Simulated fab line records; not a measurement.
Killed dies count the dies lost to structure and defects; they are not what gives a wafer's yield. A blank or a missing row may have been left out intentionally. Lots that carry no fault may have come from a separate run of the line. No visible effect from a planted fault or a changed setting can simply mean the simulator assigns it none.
fab line records + flow n5_finfet
record
- lots=7
- wafers=21
route steps=1938 shown BEOL_M15@1800 PASSIVATION@1930
start_h: hours from the record's opening day to when the first of the lot's shown wafers began + wait_h: hours from the lot's prior step to this one + " as in the row above + L1.1+2: a single row standing in for several wafers + - either no value or no given start + * or withheld: withheld + < > ~ a bound
route shown NAME@n: a module of which the file shows steps, and the number in the route of the first + usual: mean/standard deviation of fault-free wafers + same: alike in all rows + chamber/n: place in a boat + sites: each site's reading + _std_site: standard deviation of those values + _edge_site: outer sites' mean less inner sites' + radius_mm: how far each site lies from the wafer's centre + mask NAME#n: copy n + behind: the tool/chamber that last shaped the wafer + hold: cause of the lot's hold/its duration in hours/its outcome + device: names the non-switching transistor (n, p or np) + end of line: the same wafers' tests at the end of the route + a step with no rows: only its recipe + killed: dies lost to structure and defects at the first sort, not the wafer's yield + map: shows each die of a wafer: x if killed, . if not, _ if none is there
set.NAME: the setting the step ran with; set.NAME@STEP: the setting that earlier step ran with + model.NAME: the simulator's own value behind a step, which no gauge read
one table per step and one row per wafer, for lots whose settings were changed on purpose
## steps
# step N5_BEOL_M15_EXPOSE_25
# recipe
- mask_id=M15
- na=0.8
- source_shape=annular
- sigma_inner=0.5
- sigma_outer=0.8
- polarization=unpolarized
- target_cd_nm=400
- dose_mj=35.5
| lot.wafer  | tool           | chamber | start_h | wait_h | mask  | set.dose_mj |
|------------|----------------|---------|---------|--------|-------|-------------|
| L081.3+4+5 | krf_scanner-01 | 0       | 488.50  | -      | M15#0 | 35.5        |
| L082.1+2   | krf_scanner-02 | 0       | 492.09  | -      | M15#0 | 35.5        |
| L082.5     | "              | 0       | "       | "      | M15#0 | 37.27       |
| L091.2     | krf_scanner-01 | 0       | 501.32  | -      | M15#0 | 37.66       |
| L091.5+6   | "              | 0       | "       | "      | M15#0 | 35.5        |
| L087.3+4   | krf_scanner-02 | 0       | 504.96  | -      | M15#0 | 35.5        |
| L087.5     | "              | 0       | "       | "      | M15#0 | 36.56       |
| L089.2+4+6 | krf_scanner-01 | 0       | 511.23  | -      | M15#0 | 35.5        |
| L093.1+3+5 | krf_scanner-02 | 0       | 530.02  | -      | M15#0 | 35.5        |
| L097.1+6   | krf_scanner-01 | 0       | 553.24  | -      | M15#0 | 36.36       |
| L097.5     | "              | 0       | "       | "      | M15#0 | 35.5        |
# step N5_BEOL_M15_PEB_26
# recipe
- peb_temp_c=130
- peb_time_s=90
# step N5_BEOL_M15_DEVELOP_27
# recipe
- develop_time_s=45
- rinse_liquid=diw
- dry=air_spin
- dev_temp_c=21
# step N5_BEOL_M15_HARDBAKE_32
# recipe
- temp_c=130
- time_s=120
# step N5_BEOL_M15_CD_MEAS_28
# recipe
- target_cd_nm=407.6
- landing_energy_ev=500
- detector=se_inlens
# usual
- cd_nm=409.5/1.9
| lot.wafer | tool      | chamber | start_h | wait_h | set.dose_mj@BEOL_M15_EXPOSE_25 | cd_nm |
|-----------|-----------|---------|---------|--------|--------------------------------|-------|
| L081.3    | cd_sem-03 | 0       | 488.67  | -      | 35.5                           | 408.7 |
| L081.4    | "         | 0       | "       | "      | 35.5                           | 409.6 |
| L081.5    | "         | 0       | "       | "      | 35.5                           | 409.6 |
| L082.1    | cd_sem-01 | 0       | 492.26  | -      | 35.5                           | 409.7 |
| L082.2    | "         | 0       | "       | "      | 35.5                           | 406.1 |
| L082.5    | "         | 0       | "       | "      | 37.27                          | 416.3 |
| L091.2    | cd_sem-02 | 0       | 501.49  | -      | 37.66                          | 421.3 |
| L091.5    | "         | 0       | "       | "      | 35.5                           | 408.5 |
| L091.6    | "         | 0       | "       | "      | 35.5                           | 407.0 |
| L087.3    | cd_sem-02 | 0       | 505.12  | -      | 35.5                           | 409.3 |
| L087.4    | "         | 0       | "       | "      | 35.5                           | 409.2 |
| L087.5    | "         | 0       | "       | "      | 36.56                          | 414.0 |
| L089.2    | cd_sem-01 | 0       | 511.39  | -      | 35.5                           | 409.9 |
| L089.4    | "         | 0       | "       | "      | 35.5                           | 410.4 |
| L089.6    | "         | 0       | "       | "      | 35.5                           | 407.9 |
| L093.1    | cd_sem-03 | 0       | 530.19  | -      | 35.5                           | 409.0 |
| L093.3    | "         | 0       | "       | "      | 35.5                           | 409.7 |
| L093.5    | "         | 0       | "       | "      | 35.5                           | 413.8 |
| L097.1    | cd_sem-01 | 0       | 553.41  | -      | 36.36                          | 413.3 |
| L097.5    | "         | 0       | "       | "      | 35.5                           | 410.9 |
| L097.6    | "         | 0       | "       | "      | 36.36                          | 411.0 |
# step N5_BEOL_M15_DESCUM_33
# recipe
- chemistry=O2
- time_s=7.9
- source_power_w=50
- bias_power_w=20
- pressure_mtorr=20
- rf_frequency_hz=2.712e+07
- temp_c=40
- o2_flow_sccm=225
| lot.wafer | tool        | chamber | start_h | wait_h | set.dose_mj@BEOL_M15_EXPOSE_25 | model.BEOL_M15.cd_nm |
|-----------|-------------|---------|---------|--------|--------------------------------|----------------------|
| L081.3    | rie_diel-01 | 0       | 488.77  | 0.0    | 35.5                           | 408.8                |
| L081.4    | "           | 1       | "       | "      | 35.5                           | 409.8                |
| L081.5    | "           | 2       | "       | "      | 35.5                           | 409.6                |
| L082.1    | rie_diel-01 | 0       | 492.35  | 0.0    | 35.5                           | 409.6                |
| L082.2    | "           | 2       | "       | "      | 35.5                           | 406.4                |
| L082.5    | "           | 1       | "       | "      | 37.27                          | 416.6                |
| L091.2    | rie_diel-04 | 1       | 501.58  | 0.0    | 37.66                          | 421.4                |
| L091.5    | "           | 2       | "       | "      | 35.5                           | 408.4                |
| L091.6    | "           | 1       | "       | "      | 35.5                           | 407                  |
| L087.3    | rie_diel-01 | 3       | 505.46  | 0.3    | 35.5                           | 409.2                |
| L087.4    | "           | 1       | "       | "      | 35.5                           | 409.4                |
| L087.5    | "           | 0       | "       | "      | 36.56                          | 414                  |
| L089.2    | rie_diel-04 | 3       | 511.48  | 0.0    | 35.5                           | 410                  |
| L089.4    | "           | 0       | "       | "      | 35.5                           | 410.6                |
| L089.6    | "           | 2       | "       | "      | 35.5                           | 408.2                |
| L093.1    | rie_diel-04 | 0       | 530.51  | 0.3    | 35.5                           | 409.2                |
| L093.3    | "           | 1       | "       | "      | 35.5                           | 410.2                |
| L093.5    | "           | 2       | "       | "      | 35.5                           | 413.6                |
| L097.1    | rie_diel-04 | 0       | 553.52  | 0.0    | 36.36                          | 413.4                |
| L097.5    | "           | 0       | "       | "      | 35.5                           | 411.2                |
| L097.6    | "           | 3       | "       | "      | 36.36                          | 411.4                |
# step N5_BEOL_M15_ETCH_61
# recipe
- chemistry=N2/H2
- target=BARC
- target_depth_a=890
- overetch_a=267
- time_s=67.9
- ion_energy_ev=200
- pressure_mtorr=30
- source_w=840
- bias_w=150
- n2_flow_sccm=200
- h2_flow_sccm=200
| lot.wafer | tool        | chamber | start_h | wait_h | set.time_s | model.coat_of_BEOL_M15_COAT_22.thk_nm |
|-----------|-------------|---------|---------|--------|------------|---------------------------------------|
| L081.3    | rie_diel-01 | 0       | 488.81  | 0.0    | 67.9       | 719.2                                 |
| L081.4+5  | "           | 1,2     | "       | "      | 67.9       | 721.6                                 |
| L082.1+5  | rie_diel-01 | 0,1     | 492.38  | 0.0    | 67.9       | 723.4                                 |
| L082.2    | "           | 2       | "       | "      | 67.9       | 724.6                                 |
| L091.2    | rie_diel-04 | 1       | 501.61  | 0.0    | 63.56      | 722                                   |
| L091.5    | "           | 2       | "       | "      | 63.56      | 724                                   |
| L091.6    | "           | 1       | "       | "      | 63.56      | 723                                   |
| L087.3    | rie_diel-01 | 3       | 505.49  | 0.0    | 67.9       | 717.8                                 |
| L087.4    | "           | 1       | "       | "      | 56.87      | 727.2                                 |
| L087.5    | "           | 0       | "       | "      | 67.9       | 720                                   |
| L089.2    | rie_diel-04 | 3       | 511.52  | 0.0    | 67.9       | 719.8                                 |
| L089.4    | "           | 0       | "       | "      | 67.9       | 721.2                                 |
| L089.6    | "           | 2       | "       | "      | 52.94      | 732.4                                 |
| L093.1+5  | rie_diel-04 | 0,2     | 530.54  | 0.0    | 67.9       | 716.8                                 |
| L093.3    | "           | 1       | "       | "      | 75.79      | 702.2                                 |
| L097.1    | rie_diel-04 | 0       | 553.55  | 0.0    | 77.78      | 708.2                                 |
| L097.5    | "           | 0       | "       | "      | 77.78      | 707.2                                 |
| L097.6    | "           | 3       | "       | "      | 67.9       | 716                                   |
# step N5_PASSIVATION_ETCH_54
# recipe
- chemistry=CHF3/O2
- target=SiO2
- target_depth_a=8800
- CHF3_flow_sccm=50
- O2_flow_sccm=5
- Ar_flow_sccm=200
- time_s=440
- mask_material=PR
- pressure_mtorr=30
- source_w=650
- bias_w=170
- ion_energy_ev=200
| lot.wafer | tool        | chamber | start_h | wait_h | set.time_s | model.etch.depth_nm | model.PASSIVATION.feature_depth_nm |
|-----------|-------------|---------|---------|--------|------------|---------------------|------------------------------------|
| L081.3    | rie_diel-03 | 3       | 504.46  | 0.1    | 440        | 896.6               | 896.6                              |
| L081.4    | "           | 2       | "       | "      | 440        | 879.1               | 879                                |
| L081.5    | "           | 0       | "       | "      | 440        | 882.4               | 882.4                              |
| L082.1    | rie_diel-02 | 0       | 508.10  | 0.1    | 440        | 843.9               | 844                                |
| L082.2    | "           | 3       | "       | "      | 440        | 882.2               | 882.2                              |
| L082.5    | "           | 1       | "       | "      | 356.7      | 674.1               | 674.2                              |
| L091.2    | rie_diel-06 | 0       | 516.37  | 0.2    | 440        | 883.1               | 883                                |
| L091.5    | "           | 0       | "       | "      | 440        | 878.8               | 878.8                              |
| L091.6    | "           | 2       | "       | "      | 440        | 874.2               | 874.2                              |
| L087.3    | rie_diel-06 | 3       | 520.49  | 0.1    | 440        | 923                 | 923                                |
| L087.4    | "           | 3       | "       | "      | 363        | 758.7               | 758.8                              |
| L087.5    | "           | 0       | "       | "      | 440        | 888.4               | 888.4                              |
| L089.2    | rie_diel-06 | 1       | 534.40  | 0.1    | 440        | 863.5               | 863.4                              |
| L089.4    | "           | 2       | "       | "      | 440        | 863.8               | 863.8                              |
| L089.6    | "           | 3       | "       | "      | 440        | 918.7               | 918.8                              |
| L093.1    | rie_diel-06 | 2       | 551.95  | 0.1    | 440        | 867.7               | 867.6                              |
| L093.3    | "           | 3       | "       | "      | 493.4      | 1030                | 1030                               |
| L093.5    | "           | 2       | "       | "      | 493.4      | 969.4               | 969.4                              |
| L097.1    | rie_diel-06 | 1       | 569.23  | 0.1    | 348.5      | 688.5               | 688.6                              |
| L097.5    | "           | 1       | "       | "      | 348.5      | 688.7               | 688.6                              |
| L097.6    | "           | 3       | "       | "      | 348.5      | 728                 | 728                                |
# step N5_PASSIVATION_STRIP_48
# recipe
- chemistry=O2
- power_w=600
- temp_c=60
- pressure_mtorr=30
- rf_frequency_hz=6e+07
- bias_power_w=0
- overash_fraction=0.5
- o2_flow_sccm=225
| lot.wafer  | tool        | chamber | start_h | wait_h | set.temp_c |
|------------|-------------|---------|---------|--------|------------|
| L081.3+4+5 | rie_diel-03 | 3,2,0   | 504.75  | 0.1    | 60         |
| L082.1+2+5 | rie_diel-02 | 0,3,1   | 508.39  | 0.1    | 60         |
| L091.2     | rie_diel-06 | 0       | 516.80  | 0.3    | 60.99      |
| L091.5+6   | "           | 0,2     | "       | "      | 60         |
| L087.3+4   | rie_diel-06 | 3       | 520.78  | 0.1    | 61.21      |
| L087.5     | "           | 0       | "       | "      | 60         |
| L089.2+4+6 | rie_diel-06 | 1,2,3   | 534.69  | 0.1    | 60         |
| L093.1+3+5 | rie_diel-06 | 2,3,2   | 552.24  | 0.1    | 60         |
| L097.1+5+6 | rie_diel-06 | 1,1,3   | 569.52  | 0.1    | 60         |
# step N5_PASSIVATION_STRIP_52
# recipe
- chemistry=post_etch_residue_remover
- time_s=1200
- temp_c=72.5
# step N5_PASSIVATION_CLEAN_71
# recipe
- chemistry=IPA
- time_s=180
- temp_c=25
# step N5_PASSIVATION_SRD_72
# recipe
- dry=ipa_marangoni
- time_s=30
- temp_c=23
- rinse_liquid=diw
# step N5_PASSIVATION_ANNEAL_56
# recipe
- temp_c=400
- time_s=1800
- ambient=FGA
- idle_temp_c=300
- ramp_up_c_per_min=5
- ramp_down_c_per_min=3
# step N5_PASSIVATION_PROBE_49
# usual
- defect_limited_yield=90.7/1.5
- killed_at_M0_to_M3=38/11
- killed_at_M4_up=15/5.5
- killed_at_contacts=12/6
- killed_at_front_end=41/11
- killed_at_other=3.5/2.7
- killed_dies=110/18
- killed_open=72/13
- killed_short=35/8.7
- sort_bin_4_leakage=0/0
- sort_bin_5_function=5.5/1.1
- sort_bin_6_memory=3.4/0.63
- sort_bin_8_speed=0.01/0.037
- sort_n_pass=1070/18
- sort_yield_pct=90.7/1.5
# same
- gross_dies=1180
- killed_at_back_side=0
| lot.wafer | tool      | chamber | start_h | wait_h | set.time_s@PASSIVATION_ETCH_54 | defect_limited_yield[%] | killed_at_M0_to_M3 | killed_at_M4_up | killed_at_contacts | killed_at_front_end | killed_at_other | killed_dies | killed_open | killed_short | sort_bin_4_leakage[%] | sort_bin_5_function[%] | sort_bin_6_memory[%] | sort_bin_8_speed[%] | sort_n_pass | sort_yield_pct[%] |
|-----------|-----------|---------|---------|--------|--------------------------------|-------------------------|--------------------|-----------------|--------------------|---------------------|-----------------|-------------|-------------|--------------|-----------------------|------------------------|----------------------|---------------------|-------------|-------------------|
| L081.3    | prober-02 | -       | 507.35  | 0.1    | 440                            | 91.1                    | 33                 | 20              | 6                  | 45                  | 1               | 105         | 64          | 37           | 0                     | 4.9                    | 3.5                  | 0                   | 1075        | 91.1              |
| L081.4    | prober-02 | -       | 507.40  | 0.2    | 440                            | 91.0                    | 35                 | 20              | 11                 | 40                  | 0               | 106         | 63          | 41           | 0                     | 5.8                    | 3.0                  | 0                   | 1074        | 91.0              |
| L081.5    | prober-02 | -       | 507.45  | 0.2    | 440                            | 89.5                    | 34                 | 33              | 8                  | 49                  | 0               | 124         | 70          | 48           | 0                     | 6.2                    | 3.3                  | 0                   | 1056        | 89.5              |
| L082.1    | prober-02 | -       | 510.90  | 0.0    | 440                            | 48.4                    | 61                 | 502             | 10                 | 31                  | 5               | 609         | 85          | 35           | 0                     | 31.8                   | 17.4                 | 0                   | 571         | 48.4              |
| L082.2    | prober-02 | -       | 510.95  | 0.1    | 440                            | 91.1                    | 31                 | 17              | 8                  | 49                  | 0               | 105         | 70          | 32           | 0                     | 4.4                    | 4.0                  | 0                   | 1075        | 91.1              |
| L082.5    | prober-02 | -       | 511.10  | 0.2    | 356.7                          | 0.2                     | 37                 | 9               | 9                  | 26                  | 1097            | 1178        | 60          | 25           | 0                     | 97.1                   | 2.5                  | 0                   | 2           | 0.2               |
| L091.2    | prober-02 | -       | 519.84  | 0.5    | 440                            | 92.2                    | 21                 | 20              | 9                  | 39                  | 3               | 92          | 60          | 30           | 0                     | 4.6                    | 3.2                  | 0                   | 1088        | 92.2              |
| L091.5    | prober-02 | -       | 519.99  | 0.7    | 440                            | 79.9                    | 163                | 23              | 11                 | 40                  | 0               | 237         | 62          | 32           | 0                     | 12.1                   | 7.3                  | 0                   | 943         | 79.9              |
| L091.6    | prober-02 | -       | 520.04  | 0.7    | 440                            | 61.4                    | 182                | 207             | 13                 | 52                  | 2               | 456         | 72          | 20           | 59.07                 | 21.2                   | 15.0                 | 2.29                | 0           | 0                 |
| L087.3    | prober-01 | -       | 523.40  | 0.1    | 440                            | 93.0                    | 42                 | 12              | 5                  | 23                  | 1               | 83          | 50          | 32           | 0                     | 4.2                    | 2.5                  | 0                   | 1097        | 93.0              |
| L087.4    | prober-01 | -       | 523.45  | 0.2    | 363                            | 66.5                    | 91                 | 23              | 8                  | 21                  | 252             | 395         | 52          | 25           | 0                     | 28.1                   | 4.7                  | 0                   | 785         | 66.5              |
| L087.5    | prober-01 | -       | 523.50  | 0.2    | 440                            | 93.2                    | 21                 | 12              | 6                  | 39                  | 2               | 80          | 42          | 28           | 0                     | 4.0                    | 1.8                  | 0                   | 1100        | 93.2              |
| L089.2    | prober-02 | -       | 537.23  | 0.1    | 440                            | 80.1                    | 37                 | 17              | 148                | 29                  | 4               | 235         | 62          | 24           | 0                     | 10.3                   | 9.1                  | 0                   | 945         | 80.1              |
| L089.4    | prober-02 | -       | 537.33  | 0.2    | 440                            | 1.4                     | 40                 | 1059            | 8                  | 48                  | 8               | 1163        | 79          | 33           | 0                     | 74.0                   | 9.6                  | 0                   | 17          | 1.4               |
| L089.6    | prober-02 | -       | 537.43  | 0.3    | 440                            | 2.1                     | 40                 | 902             | 156                | 51                  | 6               | 1155        | 72          | 28           | 0                     | 68.9                   | 14.8                 | 0                   | 25          | 2.1               |
| L093.1    | prober-01 | -       | 554.74  | 0.0    | 440                            | 0.1                     | 50                 | 1055            | 17                 | 55                  | 2               | 1179        | 94          | 39           | 0                     | 68.7                   | 5.5                  | 0                   | 1           | 0.1               |
| L093.3    | prober-01 | -       | 554.84  | 0.1    | 493.4                          | 79.2                    | 48                 | 13              | 130                | 46                  | 8               | 245         | 77          | 48           | 0                     | 11.9                   | 7.5                  | 0                   | 935         | 79.2              |
| L093.5    | prober-01 | -       | 554.94  | 0.2    | 493.4                          | 0                       | 63                 | 1075            | 4                  | 33                  | 5               | 1180        | 83          | 32           | 0                     | 67.5                   | 5.9                  | 0                   | 0           | 0                 |
| L097.1    | prober-02 | -       | 572.01  | 0.0    | 348.5                          | 0                       | 32                 | 21              | 9                  | 37                  | 1081            | 1180        | 67          | 35           | 0                     | 97.1                   | 2.5                  | 0                   | 0           | 0                 |
| L097.5    | prober-02 | -       | 572.21  | 0.2    | 348.5                          | 0                       | 31                 | 10              | 10                 | 48                  | 1081            | 1180        | 68          | 35           | 0                     | 96.4                   | 3.2                  | 0                   | 0           | 0                 |
| L097.6    | prober-02 | -       | 572.26  | 0.3    | 348.5                          | 12.7                    | 44                 | 17              | 11                 | 44                  | 914             | 1030        | 83          | 41           | 0                     | 82.6                   | 4.2                  | 0                   | 150         | 12.7              |
# killed by level:class
L081.3 FIN_SAQP:geometric_particle:open=9 BEOL_M4:geometric_particle:open=9 FIN_SAQP:geometric_particle:short=8 BEOL_M1:geometric_particle:open=8 BEOL_M3:geometric_particle:open=6 MOL_CONTACT_COAG:geometric_particle:open=5 BEOL_M2:geometric_particle:open=5 STI_FIN_REVEAL:geometric_particle:open=4
L081.4 FIN_SAQP:geometric_particle:open=12 BEOL_M4:geometric_particle:open=11 BEOL_M1:geometric_particle:open=10 BEOL_M0_SAQP:geometric_particle:short=7 MOL_CONTACT_COAG:geometric_particle:short=6 FIN_SAQP:geometric_particle:short=5 GATE_CUT:geometric_particle:short=5 MOL_CONTACT_COAG:geometric_particle:open=5
L081.5 BEOL_M4:geometric_particle:open=16 GATE_CUT:geometric_particle:short=14 BEOL_M1:geometric_particle:open=11 FIN_SAQP:geometric_particle:open=7 MOL_CONTACT_COAG:geometric_particle:open=7 BEOL_M4:geometric_particle:short=6 BEOL_M2:geometric_particle:open=5 BEOL_M3:geometric_particle:open=5
L082.1 BEOL_M4:area_expose=480 BEOL_M2:geometric_particle:open=16 BEOL_M4:geometric_particle:open=11 BEOL_M0:geometric_particle:open=10 BEOL_M0_SAQP:geometric_particle:open=9 MOL_CONTACT_COAG:geometric_particle:open=7 BEOL_M0_SAQP:geometric_particle:short=7 BEOL_M1:geometric_particle:open=6
L082.2 STI_FIN_REVEAL:geometric_particle:open=12 BEOL_M2:geometric_particle:open=9 FIN_SAQP:geometric_particle:short=7 MOL_CONTACT_COAG:geometric_particle:open=7 BEOL_M0:geometric_particle:open=7 DUMMY_GATE:geometric_particle:open=6 FIN_SAQP:geometric_particle:open=5 BEOL_M2:geometric_particle:short=5
L082.5 PASSIVATION:area_etch=1093 BEOL_M2:geometric_particle:open=10 MOL_CONTACT_COAG:geometric_particle:open=7 BEOL_M0:geometric_particle:open=7 BEOL_M0_SAQP:geometric_particle:open=6 BEOL_M3:geometric_particle:open=6 STARTING-WAFER:geometric_particle:short=6 DUMMY_GATE:geometric_particle:open=5
L091.2 BEOL_M4:geometric_particle:open=8 FIN_SAQP:geometric_particle:short=7 MOL_CONTACT_COAG:geometric_particle:open=6 BEOL_M2:geometric_particle:open=6 FIN_SAQP:geometric_particle:open=5 GATE_CUT:geometric_particle:open=5 BEOL_M0_SAQP:geometric_particle:open=5 STI_FIN_REVEAL:geometric_particle:open=4
L091.5 BEOL_M1:area_expose=141 STI_FIN_REVEAL:geometric_particle:open=9 MOL_CONTACT_COAG:geometric_particle:open=8 GATE_CUT:geometric_particle:short=7 BEOL_M4:geometric_particle:open=7 FIN_SAQP:geometric_particle:short=5 FIN_SAQP:geometric_particle:open=5 BEOL_M0_SAQP:geometric_particle:short=5
L091.6 BEOL_M4:area_expose=189 BEOL_M1:area_expose=161 FIN_SAQP:geometric_particle:open=14 MOL_CONTACT_COAG:geometric_particle:open=11 HKMG_FIN:area_etch=11 BEOL_M4:geometric_particle:open=9 GATE_CUT:geometric_particle:open=8 FIN_SAQP:geometric_particle:short=6
L087.3 BEOL_M0_SAQP:geometric_particle:short=8 BEOL_M3:geometric_particle:open=8 BEOL_M0_SAQP:geometric_particle:open=7 BEOL_M3:geometric_particle:short=7 BEOL_M2:geometric_particle:open=5 BEOL_M4:geometric_particle:open=5 STI_FIN_REVEAL:geometric_particle:open=4 GATE_CUT:geometric_particle:short=4
L087.4 PASSIVATION:area_etch=250 BEOL_M1:area_expose=58 BEOL_M4:area_expose=10 MOL_CONTACT_COAG:geometric_particle:open=8 BEOL_M1:geometric_particle:open=6 GATE_CUT:geometric_particle:open=6 BEOL_M0_SAQP:geometric_particle:open=5 BEOL_M0:geometric_particle:short=5
L087.5 HKMG_FIN:area_etch=10 STI_FIN_REVEAL:geometric_particle:open=9 BEOL_M4:geometric_particle:open=7 DUMMY_GATE:geometric_particle:open=4 MOL_CONTACT_COAG:geometric_particle:open=4 BEOL_M0_SAQP:geometric_particle:open=4 BEOL_M2:geometric_particle:open=4 FIN_SAQP:geometric_particle:short=3
L089.2 MOL_CONTACT_COAG:area_expose=143 BEOL_M1:geometric_particle:open=11 BEOL_M4:geometric_particle:open=10 STI_FIN_REVEAL:geometric_particle:open=9 BEOL_M1:area_expose=6 FIN_SAQP:geometric_particle:short=5 MOL_CONTACT_COAG:geometric_particle:open=5 BEOL_M0:geometric_particle:open=5
L089.4 BEOL_M4:area_expose=1049 FIN_SAQP:geometric_particle:open=17 FIN_SAQP:geometric_particle:short=9 BEOL_M0_SAQP:geometric_particle:short=8 BEOL_M1:geometric_particle:open=8 BEOL_M2:geometric_particle:open=7 BEOL_M3:geometric_particle:open=6 BEOL_M4:geometric_particle:open=6
L089.6 BEOL_M4:area_expose=888 MOL_CONTACT_COAG:area_expose=152 FIN_SAQP:geometric_particle:open=15 BEOL_M1:area_expose=15 FIN_SAQP:geometric_particle:short=10 STI_FIN_REVEAL:geometric_particle:open=10 BEOL_M4:geometric_particle:open=9 DUMMY_GATE:geometric_particle:open=7
L093.1 BEOL_M4:area_expose=1045 STI_FIN_REVEAL:geometric_particle:open=20 BEOL_M2:geometric_particle:open=18 BEOL_M3:geometric_particle:open=14 MOL_CONTACT_COAG:geometric_particle:open=12 BEOL_M0_SAQP:geometric_particle:short=7 STI_FIN_REVEAL:geometric_particle:short=6 GATE_CUT:geometric_particle:open=6
L093.3 MOL_CONTACT_COAG:area_expose=120 BEOL_M3:geometric_particle:open=13 BEOL_M2:geometric_particle:open=8 FIN_SAQP:geometric_particle:open=7 BEOL_M3:geometric_particle:short=7 STARTING-WAFER:geometric_particle:short=7 MOL_CONTACT_COAG:geometric_particle:open=7 BEOL_M0_SAQP:geometric_particle:open=7
L093.5 BEOL_M4:area_expose=1065 BEOL_M3:geometric_particle:open=25 STI_FIN_REVEAL:geometric_particle:open=14 BEOL_M2:geometric_particle:open=9 BEOL_M0_SAQP:geometric_particle:short=6 BEOL_M1:geometric_particle:open=6 BEOL_M3:geometric_particle:short=6 STI_FIN_REVEAL:geometric_particle:short=5
L097.1 PASSIVATION:area_etch=1077 FIN_SAQP:geometric_particle:short=10 FIN_SAQP:geometric_particle:open=10 BEOL_M4:geometric_particle:open=9 BEOL_M2:geometric_particle:open=9 BEOL_M3:geometric_particle:open=9 MOL_CONTACT_COAG:geometric_particle:open=7 BEOL_M0_SAQP:geometric_particle:short=4
L097.5 PASSIVATION:area_etch=1076 FIN_SAQP:geometric_particle:open=15 FIN_SAQP:geometric_particle:short=9 BEOL_M0_SAQP:geometric_particle:short=9 BEOL_M0_SAQP:geometric_particle:open=8 BEOL_M2:geometric_particle:open=7 MOL_CONTACT_COAG:geometric_particle:open=7 STI_FIN_REVEAL:geometric_particle:open=5
L097.6 PASSIVATION:area_etch=906 BEOL_M0_SAQP:geometric_particle:short=18 FIN_SAQP:geometric_particle:open=10 BEOL_M0_SAQP:geometric_particle:open=10 MOL_CONTACT_COAG:geometric_particle:open=9 STI_FIN_REVEAL:geometric_particle:open=8 BEOL_M3:geometric_particle:open=8 GATE_CUT:geometric_particle:short=6
## key
split
- step=N5_BEOL_M15_EXPOSE_25
- setting=dose_mj
- stated=35.5
- by=wafer
response
- step=N5_BEOL_M15_CD_MEAS_28
- reading=cd_nm
- change=+1.84
- per=1%
- r=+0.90
response
- step=N5_BEOL_M15_DESCUM_33
- reading=model.BEOL_M15.cd_nm
- change=+1.87
- per=1%
- r=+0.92
split
- step=N5_BEOL_M15_ETCH_61
- setting=time_s
- stated=67.9
- by=wafer
response
- step=N5_BEOL_M15_ETCH_61
- reading=model.coat_of_BEOL_M15_COAT_22.thk_nm
- change=-0.627
- per=1%
- r=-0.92
split
- step=N5_PASSIVATION_ETCH_54
- setting=time_s
- stated=440
- by=wafer
response
- step=N5_PASSIVATION_ETCH_54
- reading=model.etch.depth_nm
- change=+9.54
- per=1%
- r=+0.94
response
- step=N5_PASSIVATION_ETCH_54
- reading=model.PASSIVATION.feature_depth_nm
- change=+9.54
- per=1%
- r=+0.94
response
- step=N5_PASSIVATION_PROBE_49
- reading=killed_at_other
- shape=bent
- at_lowest=1025.3
- at_stated=2.4
- at_highest=6.5
split
- step=N5_PASSIVATION_STRIP_48
- setting=temp_c
- stated=60
- by=wafer
response none clear
